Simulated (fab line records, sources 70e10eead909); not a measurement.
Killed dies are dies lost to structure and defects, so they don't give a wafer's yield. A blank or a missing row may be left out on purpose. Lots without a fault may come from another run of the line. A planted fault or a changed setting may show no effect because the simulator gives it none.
Chamber matching | flow nand_harc | NHARC_A_CHANNEL_FILL_D2_CMP_10 on cmp-03: 4 sister chambers
The step polishes, target thk 150 nm. 4 wafers are shown with their chamber, then 8 later ones without.

WAFERS WITH THEIR CHAMBER
wafer  | chamber | motor_current_A (A)
L087.2 | 0       | 13.0
L092.2 | 3       | 13.6
L092.3 | 2       | 11.1
L093.2 | 1       | 10.8

WAFERS WITHOUT THEIR CHAMBER
wafer  | motor_current_A (A)
L093.4 | 10.3
L093.6 | 10.4
L094.1 | 12.9
L094.5 | 10.1
L094.6 | 10.6
L097.2 | 10.9
L097.4 | 13.4
L097.6 | 10.6

WHICH CHAMBER EACH WENT THROUGH
wafer  | from the rows above     | in truth
L093.4 | can't be placed: 1 or 2 | 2
L093.6 | can't be placed: 1 or 2 | 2
L094.1 | can't be placed: 0 or 3 | 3
L094.5 | can't be placed: 1 or 2 | 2
L094.6 | can't be placed: 1 or 2 | 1
L097.2 | can't be placed: 1 or 2 | 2
L097.4 | can't be placed: 3 or 0 | 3
L097.6 | can't be placed: 1 or 2 | 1
Placed correctly: 0 of 8. Can't be placed from these rows: 8 (the true chamber is among the candidates in 8). Placed wrongly: 0.
How it was worked out, from the rows above alone: a wafer's distance from a chamber is the root of the sum, over the readings, of the square of ((its reading less the chamber's mean) divided by the reading's scatter). The wafer belongs to the nearest chamber; if the next one is less than 2 further off, it can't be placed. A chamber's mean is the mean of its shown wafers. The scatter: with one shown wafer a chamber, the root of the mean of the squares of how far each hidden wafer lies from its nearest shown one.
